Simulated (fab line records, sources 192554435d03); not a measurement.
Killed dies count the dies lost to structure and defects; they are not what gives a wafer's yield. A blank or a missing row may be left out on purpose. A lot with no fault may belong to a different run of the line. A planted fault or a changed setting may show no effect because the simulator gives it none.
Chamber matching :: flow n5Finfet :: N5_BEOL_M13_ETCH_68 on rieDiel-03 has 4 sister chambers
The step etches SOC in N2/H2, time 355 s. 16 wafers are shown with their chamber, then 8 later ones without.

WAFERS, EACH WITH ITS CHAMBER
wafer: L076.2
chamber: 3
showerheadPlenumPTorr (Torr): 2.50
drypumpMotorCurrentA (A): 5.4
throttleValvePct (%): 17.69

wafer: L076.4
chamber: 2
showerheadPlenumPTorr (Torr): 2.44
drypumpMotorCurrentA (A): 5.3
throttleValvePct (%): 18.04

wafer: L076.6
chamber: 2
showerheadPlenumPTorr (Torr): 2.44
drypumpMotorCurrentA (A): 5.3
throttleValvePct (%): 18.06

wafer: L083.2
chamber: 3
showerheadPlenumPTorr (Torr): 2.49
drypumpMotorCurrentA (A): 5.3
throttleValvePct (%): 17.72

wafer: L083.3
chamber: 1
showerheadPlenumPTorr (Torr): 2.64
drypumpMotorCurrentA (A): 5.9
throttleValvePct (%): 18.18

wafer: L083.6
chamber: 2
showerheadPlenumPTorr (Torr): 2.44
drypumpMotorCurrentA (A): 5.3
throttleValvePct (%): 18.06

wafer: L085.1
chamber: 3
showerheadPlenumPTorr (Torr): 2.49
drypumpMotorCurrentA (A): 5.3
throttleValvePct (%): 17.71

wafer: L085.4
chamber: 2
showerheadPlenumPTorr (Torr): 2.44
drypumpMotorCurrentA (A): 5.3
throttleValvePct (%): 18.07

wafer: L085.5
chamber: 2
showerheadPlenumPTorr (Torr): 2.44
drypumpMotorCurrentA (A): 5.3
throttleValvePct (%): 18.08

wafer: L090.2
chamber: 1
showerheadPlenumPTorr (Torr): 2.63
drypumpMotorCurrentA (A): 6.0
throttleValvePct (%): 18.21

wafer: L090.3
chamber: 3
showerheadPlenumPTorr (Torr): 2.49
drypumpMotorCurrentA (A): 5.4
throttleValvePct (%): 17.73

wafer: L090.5
chamber: 0
showerheadPlenumPTorr (Torr): 2.47
drypumpMotorCurrentA (A): 6.7
throttleValvePct (%): 17.75

wafer: L091.1
chamber: 2
showerheadPlenumPTorr (Torr): 2.44
drypumpMotorCurrentA (A): 5.3
throttleValvePct (%): 18.09

wafer: L091.3
chamber: 3
showerheadPlenumPTorr (Torr): 2.49
drypumpMotorCurrentA (A): 5.4
throttleValvePct (%): 17.74

wafer: L091.6
chamber: 0
showerheadPlenumPTorr (Torr): 2.47
drypumpMotorCurrentA (A): 6.7
throttleValvePct (%): 17.76

wafer: L092.3
chamber: 1
showerheadPlenumPTorr (Torr): 2.63
drypumpMotorCurrentA (A): 5.9
throttleValvePct (%): 18.22

SIGNATURES (averages over the wafers above)
reading: showerheadPlenumPTorr
chamber 0: 2.4700
chamber 1: 2.6333
chamber 2: 2.4400
chamber 3: 2.4920
scatter within a chamber: 0.0035

reading: drypumpMotorCurrentA
chamber 0: 6.700
chamber 1: 5.933
chamber 2: 5.300
chamber 3: 5.360
scatter within a chamber: 0.0394

reading: throttleValvePct
chamber 0: 17.7550
chamber 1: 18.2033
chamber 2: 18.0667
chamber 3: 17.7180
scatter within a chamber: 0.0181
Rule: for a wafer and a chamber, the distance is found by dividing, reading by reading, the gap between the wafer's reading and the chamber's mean by the reading's scatter, squaring, summing and taking the root. If the next closest chamber is less than 2 further off than the closest, the wafer can't be placed; otherwise it belongs to the closest. How the scatter is found: for the shown wafers, subtract from each reading the mean of its chamber, square and add these, divide the total by (wafers less chambers), then take the root.

WAFERS WHOSE CHAMBER IS MISSING
wafer: L092.5
showerheadPlenumPTorr (Torr): 2.49
drypumpMotorCurrentA (A): 5.3
throttleValvePct (%): 17.73

wafer: L092.6
showerheadPlenumPTorr (Torr): 2.47
drypumpMotorCurrentA (A): 6.7
throttleValvePct (%): 17.75

wafer: L095.2
showerheadPlenumPTorr (Torr): 2.47
drypumpMotorCurrentA (A): 6.7
throttleValvePct (%): 17.76

wafer: L095.4
showerheadPlenumPTorr (Torr): 2.63
drypumpMotorCurrentA (A): 6.0
throttleValvePct (%): 18.22

wafer: L095.6
showerheadPlenumPTorr (Torr): 2.43
drypumpMotorCurrentA (A): 5.3
throttleValvePct (%): 18.09

wafer: L097.2
showerheadPlenumPTorr (Torr): 2.48
drypumpMotorCurrentA (A): 5.4
throttleValvePct (%): 17.75

wafer: L097.3
showerheadPlenumPTorr (Torr): 2.43
drypumpMotorCurrentA (A): 5.3
throttleValvePct (%): 18.10

wafer: L097.5
showerheadPlenumPTorr (Torr): 2.48
drypumpMotorCurrentA (A): 5.4
throttleValvePct (%): 17.76

THE CHAMBER EACH PASSED THROUGH
wafer: L092.5
from the rows above: 3
in truth: 3

wafer: L092.6
from the rows above: 0
in truth: 0

wafer: L095.2
from the rows above: 0
in truth: 0

wafer: L095.4
from the rows above: 1
in truth: 1

wafer: L095.6
from the rows above: 2
in truth: 2

wafer: L097.2
from the rows above: 3
in truth: 3

wafer: L097.3
from the rows above: 2
in truth: 2

wafer: L097.5
from the rows above: 3
in truth: 3
8 of 8 placed correctly. Not placeable from these rows: 0. Number placed wrongly: 0.
